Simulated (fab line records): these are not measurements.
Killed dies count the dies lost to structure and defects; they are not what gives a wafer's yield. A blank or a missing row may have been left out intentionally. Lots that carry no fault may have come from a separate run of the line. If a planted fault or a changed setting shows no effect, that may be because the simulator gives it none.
8D (eight disciplines) problem report, filled in by code ; flow n5_finfet ; the parts of the form that need people (team, actions taken, sign-off) are left out

== 1. WHAT IS WRONG ==
Mean M3_THK at N5_BEOL_M3_THK_MEAS_53: 157.5 nm over 6 wafers in 2 lots; fault-free wafers: 40.7 nm, standard deviation 1.6. That puts it +73 standard deviations away from the usual mean.
The step: measures by xrf.
First seen on wafer L943.2, day 10 13:51, on film_metro-01. Wafers with a number at this step in the record: 27, from 9 lots. Rule for "out", or "out of limits": more than 4 standard deviations from the usual mean. The other wafers with a number count as sound.

== 2. WHAT IT IS, AND WHAT IT ISN'T ==
question;is;is not
which readings at this step;M3_THK;-
which lots;L943, L948;L932, L933, L937, L945, L946, L953, L955
which wafers of those lots;all that have a number;-
read on which gauges;film_metro-01, film_metro-02;-
when;from day 10 13:51;"up to then (9 sound wafers); but 12 sound wafers of L945, L946, L953, L955 came after"

== 3. WHAT RULES OUT EACH SUSPECT ==
Counting: a tool stays on the suspect list if, at a process step up to the reading, it processed all lots that are out and no sound lot following the first of them.
- the gauge at N5_BEOL_M3_THK_MEAS_53: ruled out. Those wafers that are out were read across 2 gauges (film_metro-01, film_metro-02).
- cmp-01 at N5_BEOL_M3_CMP_52 (polishes, stops on SiOC, t overpolish 6.8 s, target thk 40 nm): kept. It processed each lot that is out, first L943 at day 10 13:38, and no sound lot thereafter; up to then, the last sound lot it processed was L937 at day 9 16:33. Its own barrier_field_endpoint_s, overpolish_run_s, time_to_endpoint_s readings are out on those wafers.
Remaining after the count: cmp-01 at N5_BEOL_M3_CMP_52.

== 4. THE CAUSE (what the simulator had put in) ==
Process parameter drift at N5_BEOL_M3_CMP_52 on cmp-01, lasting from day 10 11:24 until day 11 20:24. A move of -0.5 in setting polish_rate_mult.
This tool alone remained once counting was done.

== 5. THE CHAIN OF EFFECTS, in route order ==
Each row: a reading whose mean over the struck wafers that have a number lies more than 3 standard deviations from the usual. Readings are gone through only where the record gives a usual standard deviation; hours: the median, over the lots, of the time from a lot's start at the first step in this table giving one to that lot's start at this step; sigmas: the change measured in usual standard deviations.
hours;step;reading;usual;on struck wafers;change;sigmas
0;N5_BEOL_M3_CMP_52;barrier_field_endpoint_s;24.7 s;41.2;+16.5;+28
0;N5_BEOL_M3_CMP_52;overpolish_run_s;6.799 s;0.037;-6.762;-99 or more
0;N5_BEOL_M3_CMP_52;time_to_endpoint_s;63 s;81;+18;+5.1
0;N5_BEOL_M3_THK_MEAS_53;M3_THK;40.7 nm;157.5;+116.8;+73
1;N5_BEOL_M3_INSPECT_59;raw_defect_count;74;5036;+4962;+99 or more
129;N5_PASSIVATION_PROBE_49;defect_limited_yield;91.4 %;0.0;-91.4;-61
129;N5_PASSIVATION_PROBE_49;killed_at_M0_to_M3;35;1111;+1076;+90
129;N5_PASSIVATION_PROBE_49;killed_dies;101;1180;+1079;+60
129;N5_PASSIVATION_PROBE_49;killed_on_rim;13;152;+139;+34
129;N5_PASSIVATION_PROBE_49;sort_n_pass;1079;0;-1079;-60
129;N5_PASSIVATION_PROBE_49;sort_yield_pct;91.4 %;0.0;-91.4;-61
Process steps it contains:
- N5_BEOL_M3_CMP_52: polishes, stops on SiOC, t overpolish 6.8 s, target thk 40 nm.
- N5_PASSIVATION_PROBE_49

== 6. WHAT WOULD HAVE CAUGHT IT SOONER ==
The first out-of-limits reading at a measuring or inspecting step in this record came at day 10 13:51, 2 hours after the fault's start at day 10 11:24.
The tool's own readings at N5_BEOL_M3_CMP_52 were out on every struck wafer that the step has a row for (barrier_field_endpoint_s, overpolish_run_s, time_to_endpoint_s): an alarm limit on them would have fired on the first of those.
Among the 2 lots that are out, L948 began N5_BEOL_M3_CMP_52 on cmp-01 after day 10 13:51. A hold on the tool at that time would have spared it.
